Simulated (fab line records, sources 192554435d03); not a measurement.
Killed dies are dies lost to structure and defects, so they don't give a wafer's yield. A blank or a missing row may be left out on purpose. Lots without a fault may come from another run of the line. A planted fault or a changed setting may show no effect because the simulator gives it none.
Split-lot experiment | flow n5_finfet | 7 lots, 21 wafers read, on a route of 1938 steps

THE SPLIT
At N5_BEOL_M3_EXPOSE_08 (exposes mask M3), the setting dose_mj was moved away from the recipe's 33 on 5 of the 21 wafers read, by -6.6% to -2.5%. The other wafers ran this setting at the recipe's value.

FROM THE SPLIT TO THE READING: what the file shows between them, 17 steps
- N5_BEOL_M3_PEB_09: peb time 60 s
- N5_BEOL_M3_DEVELOP_10: develop time 30 s
- N5_BEOL_M3_CD_MEAS_11: target cd 17.05 nm
- N5_BEOL_M3_DESCUM_16: chemistry O2, time 7 s
- N5_BEOL_M3_ETCH_74: etches underlayer in N2/H2, target depth 6.5 nm, time 5.2 s
- N5_BEOL_M3_ETCH_63: etches SiARC in CF4, target depth 15.6 nm, time 26 s
- N5_BEOL_M3_ETCH_64: etches SOC in N2/H2, target depth 75 nm, overetch 15 nm, time 112.5 s (also split here: time_s)
- N5_BEOL_M3_STRIP_65: strips in N2/H2
- N5_BEOL_M3_STRIP_75: strips in N2/H2
- N5_BEOL_M3_STRIP_66: strips in CF4
- N5_BEOL_M3_HM_OPEN_17: chemistry Cl2/BCl3, target TiN, target depth 20 nm, overetch 6 nm
- N5_BEOL_M3_STRIP_19: strips in O2
- N5_BEOL_M3_CD_MEAS_18: pitch 36 nm, target cd 18 nm
- N5_BEOL_M3_COAT_67: time 60 s, resist thk 60 nm
- N5_BEOL_M3_COAT_68: time 60 s, resist thk 12 nm
- N5_BEOL_M3_PRECLEAN_42: cleans in residue remover, time 60 s
- N5_BEOL_M3_SRD_43: time 30 s

THE READING
cd_nm, in nm, at N5_BEOL_M3_CD_MEAS_35 (target cd 18 nm, target cd y 21 nm). Fault-free wafers of this fab line usually give 18.3 nm, standard deviation 0.36 nm.

wafer  | tool, chamber at the split | dose_mj as run | against the recipe | cd_nm, nm | against lot-mates on the recipe
L074.1 | euv_scanner-01, 0          | 32.19          | -2.5%              | 18.0      | no lot-mate on the recipe
L074.4 | euv_scanner-01, 0          | 32.19          | -2.5%              | 17.9      | no lot-mate on the recipe
L074.5 | euv_scanner-01, 0          | 32.19          | -2.5%              | 18.0      | no lot-mate on the recipe
L080.3 | euv_scanner-01, 0          | 33             | recipe             | 18.0      | -
L080.5 | euv_scanner-01, 0          | 33             | recipe             | 18.7      | -
L080.6 | euv_scanner-01, 0          | 33             | recipe             | 17.9      | -
L081.1 | euv_scanner-02, 0          | 33             | recipe             | 18.1      | -
L081.2 | euv_scanner-02, 0          | 30.83          | -6.6%              | 16.3      | -1.7
L081.5 | euv_scanner-02, 0          | 33             | recipe             | 17.9      | -
L083.1 | euv_scanner-01, 0          | 33             | recipe             | 18.1      | -
L083.2 | euv_scanner-01, 0          | 33             | recipe             | 18.6      | -
L083.6 | euv_scanner-01, 0          | 33             | recipe             | 18.2      | -
L084.3 | euv_scanner-02, 0          | 33             | recipe             | 18.2      | -
L084.4 | euv_scanner-02, 0          | 33             | recipe             | 18.5      | -
L084.5 | euv_scanner-02, 0          | 33             | recipe             | 18.3      | -
L090.3 | euv_scanner-01, 0          | 33             | recipe             | 18.0      | -
L090.4 | euv_scanner-01, 0          | 33             | recipe             | 18.0      | -
L090.5 | euv_scanner-01, 0          | 31.05          | -5.9%              | 16.3      | -1.7
L097.1 | euv_scanner-02, 0          | 33             | recipe             | 18.4      | -
L097.4 | euv_scanner-02, 0          | 33             | recipe             | 18.1      | -
L097.6 | euv_scanner-02, 0          | 33             | recipe             | 17.8      | -

THE FIT
A straight line over all 21 wafers: cd_nm changes by +0.269 nm for each +1% of dose_mj; r = +0.88; the points scatter about the line by 0.3 nm.
The same after taking each lot's own level away (the mean of its wafers on the recipe; 18 wafers): +0.271 nm for each +1%; r = +0.93; scatter 0.22 nm.
On that fit, the largest move of dose_mj shifts the reading by 1.8 nm.
The lots' own levels span 18.00 to 18.33 nm, that is 0.9 times the standard deviation above.
So the lot-to-lot level changes the slope little: the two slopes agree.
Check: with one of the wafers moved furthest among these (-6.6%) left out of the fit, the line predicts -1.89 nm for it against its lot-mates. It came out at -1.7 nm against them.

OTHER SPLITS ON THESE WAFERS
These wafers also went through other splits before the reading. Each is held against what the fit with the lots' levels taken away leaves over:
other split on the same wafers | wafers away from the commonest value | r with cd_nm (lot level and that fit taken away)
N5_BEOL_M3_ETCH_64 time_s      | 8                                    | +0.06

THE WHOLE CHAIN: every reading that the file lists as answering this split, in the file's order
step                  | what it does                                                          | reading                                                               | change (the file's fit)               | r (the file's)
N5_BEOL_M3_CD_MEAS_11 | target cd 17.05 nm                                                    | cd_nm                                                                 | +0.242 nm for each +1% of the setting | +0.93
N5_BEOL_M3_ETCH_74    | etches underlayer in N2/H2, target depth 6.5 nm, time 5.2 s           | BEOL_M3.cd_offset_nm (the simulator's own value, which no gauge read) | +0.209 nm for each +1% of the setting | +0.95
N5_BEOL_M3_ETCH_63    | etches SiARC in CF4, target depth 15.6 nm, time 26 s                  | BEOL_M3.cd_offset_nm (the simulator's own value, which no gauge read) | +0.193 nm for each +1% of the setting | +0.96
N5_BEOL_M3_ETCH_64    | etches SOC in N2/H2, target depth 75 nm, overetch 15 nm, time 112.5 s | BEOL_M3.cd_offset_nm (the simulator's own value, which no gauge read) | +0.288 nm for each +1% of the setting | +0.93
N5_BEOL_M3_HM_OPEN_17 | chemistry Cl2/BCl3, target TiN, target depth 20 nm, overetch 6 nm     | BEOL_M3.cd_offset_nm (the simulator's own value, which no gauge read) | +0.279 nm for each +1% of the setting | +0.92
N5_BEOL_M3_CD_MEAS_18 | pitch 36 nm, target cd 18 nm                                          | cd_nm                                                                 | +0.322 nm for each +1% of the setting | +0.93
N5_BEOL_M3_CD_MEAS_35 | target cd 18 nm, target cd y 21 nm                                    | cd_nm                                                                 | +0.266 nm for each +1% of the setting | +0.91

THE FILE'S OWN FIT
cd_nm changes by +0.266 nm for each +1% of dose_mj, r = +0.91.
